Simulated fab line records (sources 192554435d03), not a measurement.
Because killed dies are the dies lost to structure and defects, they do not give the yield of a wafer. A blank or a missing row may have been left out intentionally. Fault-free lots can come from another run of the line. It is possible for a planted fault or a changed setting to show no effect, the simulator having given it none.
Chamber matching | flow n5 finfet | N5_WELL_APT_DESCUM_30 on rie diel-01 has 4 sister chambers
The step chemistry O2, time 7.9 s. 14 wafers are shown with their chamber, then 7 later ones without.

WAFERS PAIRED WITH THEIR CHAMBERS
wafer  | chamber | drypump motor current A (A) | throttle valve pct (%) | showerhead plenum p Torr (Torr)
L075.1 | 3       | 6.2                         | 20.33                  | 2.21
L075.2 | 1       | 5.6                         | 20.42                  | 1.96
L075.5 | 0       | 5.6                         | 20.52                  | 2.01
L080.2 | 1       | 5.6                         | 20.07                  | 2.22
L080.5 | 1       | 5.6                         | 20.06                  | 2.22
L080.6 | 2       | 5.0                         | 20.71                  | 2.17
L082.1 | 2       | 5.0                         | 20.74                  | 2.16
L082.3 | 1       | 5.6                         | 20.07                  | 2.22
L082.5 | 3       | 6.2                         | 20.36                  | 2.20
L084.1 | 1       | 5.6                         | 20.10                  | 2.22
L084.3 | 0       | 5.6                         | 20.53                  | 2.01
L084.6 | 1       | 5.6                         | 20.07                  | 2.22
L085.2 | 2       | 5.1                         | 20.75                  | 2.16
L085.5 | 1       | 5.6                         | 20.08                  | 2.22

SIGNATURES, as means of the wafers listed above
reading                  | chamber 0 | chamber 1 | chamber 2 | chamber 3 | scatter within a chamber
drypump motor current A  | 5.600     | 5.600     | 5.033     | 6.200     | 0.0258
throttle valve pct       | 20.5250   | 20.1243   | 20.7333   | 20.3450   | 0.102
showerhead plenum p Torr | 2.0100    | 2.1829    | 2.1633    | 2.2050    | 0.0762
Rule: a wafer's distance from a chamber is the root of the sum, over the readings, of the square of ((its reading less the chamber's mean) divided by the reading's scatter). The wafer belongs to the nearest chamber; if the next one is less than 2 further off, it can't be placed. How the scatter is found: for the shown wafers, subtract from each reading the mean of its chamber, square and add these, divide the total by (wafers less chambers), then take the root.

WAFERS WITH NO CHAMBER GIVEN
wafer  | drypump motor current A (A) | throttle valve pct (%) | showerhead plenum p Torr (Torr)
L085.6 | 5.0                         | 20.72                  | 2.16
L091.3 | 5.0                         | 20.75                  | 2.16
L091.4 | 5.6                         | 20.56                  | 2.00
L091.6 | 5.0                         | 20.76                  | 2.16
L097.1 | 5.6                         | 20.59                  | 2.00
L097.3 | 6.2                         | 20.40                  | 2.19
L097.6 | 5.0                         | 20.78                  | 2.15

WHICH CHAMBER EACH ONE RAN IN
wafer  | from the rows above | in truth
L085.6 | 2                   | 2
L091.3 | 2                   | 2
L091.4 | 0                   | 0
L091.6 | 2                   | 2
L097.1 | 0                   | 0
L097.3 | 3                   | 3
L097.6 | 2                   | 2
Correct placement for 7 of the 7. Number that these rows cannot place: 0. 0 placed wrongly.
